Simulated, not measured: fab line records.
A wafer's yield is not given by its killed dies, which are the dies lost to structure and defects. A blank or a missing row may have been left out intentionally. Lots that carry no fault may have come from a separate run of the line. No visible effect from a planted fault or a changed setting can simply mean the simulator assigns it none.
Problem report in the 8D (eight disciplines) form, filled by code :: flow n5-finfet :: the parts of the form that need people (team, actions taken, sign-off) are left out

## 1. PROBLEM STATEMENT
At N5_BEOL_M1_PECVD_72, susceptor-temp-C averages 381.21 C over 2 wafers from 2 lots, while fault-free wafers read 400.02 C, standard deviation 0.22. Relative to the usual mean, that is a shift of -85 standard deviations.
The step: deposits SiO2 from TEOS/O2, target thk 16 nm, time 18 s.
The first sign was on wafer L953.4 at day 9 18:52, on pecvd-03. Wafers with a number at this step in the record: 27, from 9 lots. The rule behind "out" and "out of limits": a value lying over 4 standard deviations away from the usual mean. Any other wafer with a number is counted as sound.

## 2. WHAT IT IS AND WHAT IT IS NOT
question: which readings at this step
is: susceptor-temp-C
is not: heater-power-w, showerhead-plenum-p-Torr, showerhead-vpp-V, throttle-valve-pct

question: which lots
is: L953, L954
is not: L942, L944, L945, L957, L958, L961, L963

question: which wafers of those lots
is: L953.4, L954.1
is not: L953.1, L953.3, L954.4, L954.5

question: read on which tools
is: pecvd-03
is not: pecvd-02, pecvd-04

question: when
is: from day 9 18:52
is not: up to then (11 sound wafers); but 14 sound wafers of L954, L957, L958, L961, L963 came after

## 3. SUSPECTS, AND WHAT RULES EACH OUT
Counting: if a tool at a process step up to the reading ran every lot that is out, it stays a suspect. Sound lots after the first of them don't rule it out here, since some wafers of a struck lot are sound.
- pecvd-03 at N5_BEOL_M1_PECVD_72 (deposits SiO2 from TEOS/O2, target thk 16 nm, time 18 s): kept. It ran every lot that is out, first L953 (day 9 18:52). Out on those wafers are its own readings of susceptor-temp-C.
- Within pecvd-03 at N5_BEOL_M1_PECVD_72, the wafers that are out were processed in chamber 0 and their sound lot-mates in chamber 1.
The count leaves pecvd-03 at N5_BEOL_M1_PECVD_72.

## 4. THE CAUSE (what the simulator had put in)
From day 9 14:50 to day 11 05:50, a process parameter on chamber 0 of pecvd-03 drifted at N5_BEOL_M1_PECVD_72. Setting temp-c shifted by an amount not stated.
The count eliminated every tool but this one.

## 5. THE EFFECT CHAIN, in route order
Each row: a reading where the mean over the struck wafers with a number is more than 3 standard deviations away from the usual. Scope: only readings with a usual standard deviation given in the record; hours: median across lots of the time from each lot's start at the first step in this table that gives one to its start at this step; sigmas: change in usual standard deviations.
hours: 0
step: N5_BEOL_M1_PECVD_72
reading: susceptor-temp-C
usual: 400.02 C
on struck wafers: 381.21
change: -18.81
sigmas: -85

hours: 8
step: N5_BEOL_M1_CMP_52
reading: barrier-field-endpoint-s
usual: 24.4 s
on struck wafers: 27.3
change: +2.9
sigmas: +5.1
It contains these process steps:
- N5_BEOL_M1_PECVD_72: deposits SiO2 from TEOS/O2, target thk 16 nm, time 18 s.
- N5_BEOL_M1_CMP_52: polishes, stops on SiOC, t overpolish 6.8 s, target thk 40 nm.
Later measuring or inspecting steps at which every struck wafer that the step has a row for has a number for every such reading, and none has moved that far: N5_BEOL_M1_INSPECT_13, N5_BEOL_M4_RC_MEAS_101.

## 6. WHAT WOULD HAVE CAUGHT IT SOONER
The fault began at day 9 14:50; the first out-of-limits reading in this record came at day 9 18:52, 4 hours later.
